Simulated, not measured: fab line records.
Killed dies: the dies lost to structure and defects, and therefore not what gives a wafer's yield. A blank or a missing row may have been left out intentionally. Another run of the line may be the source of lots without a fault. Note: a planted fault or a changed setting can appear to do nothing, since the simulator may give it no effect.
Lot-split experiment / flow n5 finfet / 21 wafers read across 7 lots, on a route 1938 steps long

## ABOUT THE SPLIT
At N5_WELL_APT_COAT_02 (resist thk 950 nm), the setting spin rpm was moved away from the recipe's 1357 rpm on 8 of the 21 wafers read, by -6.9% to +9.0%. All remaining wafers had this setting at the recipe value.

The split's own step is where the reading is taken.

## THE READING
coat_of_WELL_APT_COAT_02.thk nm (the simulator's own value, which no gauge read), in nm, at N5_WELL_APT_COAT_02 (resist thk 950 nm). No usual value for it is given in the file. Across the 13 wafers here that went through the recipe, the average is 951.8 nm and the standard deviation 2.4 nm.

wafer=L080.1; tool, chamber at the split=litho track-04, 0; spin rpm as run, rpm=1357; against the recipe=recipe; coat_of_WELL_APT_COAT_02.thk nm, nm=953.4; against lot-mates on the recipe=-
wafer=L080.3; tool, chamber at the split=litho track-04, 0; spin rpm as run, rpm=1357; against the recipe=recipe; coat_of_WELL_APT_COAT_02.thk nm, nm=952.2; against lot-mates on the recipe=-
wafer=L080.6; tool, chamber at the split=litho track-04, 0; spin rpm as run, rpm=1357; against the recipe=recipe; coat_of_WELL_APT_COAT_02.thk nm, nm=952.9; against lot-mates on the recipe=-
wafer=L083.2; tool, chamber at the split=litho track-01, 0; spin rpm as run, rpm=1439; against the recipe=+6.0%; coat_of_WELL_APT_COAT_02.thk nm, nm=927.2; against lot-mates on the recipe=-26.4
wafer=L083.4; tool, chamber at the split=litho track-01, 0; spin rpm as run, rpm=1357; against the recipe=recipe; coat_of_WELL_APT_COAT_02.thk nm, nm=953.6; against lot-mates on the recipe=-
wafer=L083.6; tool, chamber at the split=litho track-01, 0; spin rpm as run, rpm=1439; against the recipe=+6.0%; coat_of_WELL_APT_COAT_02.thk nm, nm=923.9; against lot-mates on the recipe=-29.7
wafer=L084.1; tool, chamber at the split=litho track-02, 0; spin rpm as run, rpm=1357; against the recipe=recipe; coat_of_WELL_APT_COAT_02.thk nm, nm=949.4; against lot-mates on the recipe=-
wafer=L084.3; tool, chamber at the split=litho track-02, 0; spin rpm as run, rpm=1357; against the recipe=recipe; coat_of_WELL_APT_COAT_02.thk nm, nm=948.8; against lot-mates on the recipe=-
wafer=L084.6; tool, chamber at the split=litho track-02, 0; spin rpm as run, rpm=1357; against the recipe=recipe; coat_of_WELL_APT_COAT_02.thk nm, nm=949.7; against lot-mates on the recipe=-
wafer=L086.1; tool, chamber at the split=litho track-04, 0; spin rpm as run, rpm=1318; against the recipe=-2.9%; coat_of_WELL_APT_COAT_02.thk nm, nm=967.2; against lot-mates on the recipe=+15.7
wafer=L086.4; tool, chamber at the split=litho track-04, 0; spin rpm as run, rpm=1357; against the recipe=recipe; coat_of_WELL_APT_COAT_02.thk nm, nm=952.7; against lot-mates on the recipe=-
wafer=L086.6; tool, chamber at the split=litho track-04, 0; spin rpm as run, rpm=1357; against the recipe=recipe; coat_of_WELL_APT_COAT_02.thk nm, nm=950.4; against lot-mates on the recipe=-
wafer=L090.1; tool, chamber at the split=litho track-04, 0; spin rpm as run, rpm=1357; against the recipe=recipe; coat_of_WELL_APT_COAT_02.thk nm, nm=955.1; against lot-mates on the recipe=-
wafer=L090.3; tool, chamber at the split=litho track-04, 0; spin rpm as run, rpm=1264; against the recipe=-6.9%; coat_of_WELL_APT_COAT_02.thk nm, nm=985.3; against lot-mates on the recipe=+30.2
wafer=L090.5; tool, chamber at the split=litho track-04, 0; spin rpm as run, rpm=1264; against the recipe=-6.9%; coat_of_WELL_APT_COAT_02.thk nm, nm=986.4; against lot-mates on the recipe=+31.3
wafer=L093.2; tool, chamber at the split=litho track-04, 0; spin rpm as run, rpm=1357; against the recipe=recipe; coat_of_WELL_APT_COAT_02.thk nm, nm=947.2; against lot-mates on the recipe=-
wafer=L093.3; tool, chamber at the split=litho track-04, 0; spin rpm as run, rpm=1479; against the recipe=+9.0%; coat_of_WELL_APT_COAT_02.thk nm, nm=907.3; against lot-mates on the recipe=-39.9
wafer=L093.5; tool, chamber at the split=litho track-04, 0; spin rpm as run, rpm=1479; against the recipe=+9.0%; coat_of_WELL_APT_COAT_02.thk nm, nm=907; against lot-mates on the recipe=-40.2
wafer=L097.2; tool, chamber at the split=litho track-01, 0; spin rpm as run, rpm=1357; against the recipe=recipe; coat_of_WELL_APT_COAT_02.thk nm, nm=952.1; against lot-mates on the recipe=-
wafer=L097.3; tool, chamber at the split=litho track-01, 0; spin rpm as run, rpm=1357; against the recipe=recipe; coat_of_WELL_APT_COAT_02.thk nm, nm=955.3; against lot-mates on the recipe=-
wafer=L097.5; tool, chamber at the split=litho track-01, 0; spin rpm as run, rpm=1428; against the recipe=+5.2%; coat_of_WELL_APT_COAT_02.thk nm, nm=930; against lot-mates on the recipe=-23.7

THE FIT
A straight line over all 21 wafers: coat_of_WELL_APT_COAT_02.thk nm changes by -4.81 nm for each +1% of spin rpm; r = -0.99; the points scatter about the line by 2.4 nm.
The same after taking each lot's own level away (the mean of its wafers on the recipe; 21 wafers): -4.53 nm for each +1%; r = -1.00; scatter 1.1 nm.
That fit puts the effect of the largest move of spin rpm on the reading at 41 nm.
Measured against the standard deviation above, the lots' own levels, which go from 947.20 to 955.10 nm, span 3.3 times it.
Consequently the slope shifts little with the lot-to-lot level, the two slopes agreeing.
Check: with one of the wafers moved furthest among these (+9.0%) left out of the fit, the line predicts -40.9 nm for it against its lot-mates. It came out at -39.9 nm against them.

## THE FILE'S OWN FIT
coat_of_WELL_APT_COAT_02.thk nm changes by -4.55 nm for each +1% of spin rpm, r = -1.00.
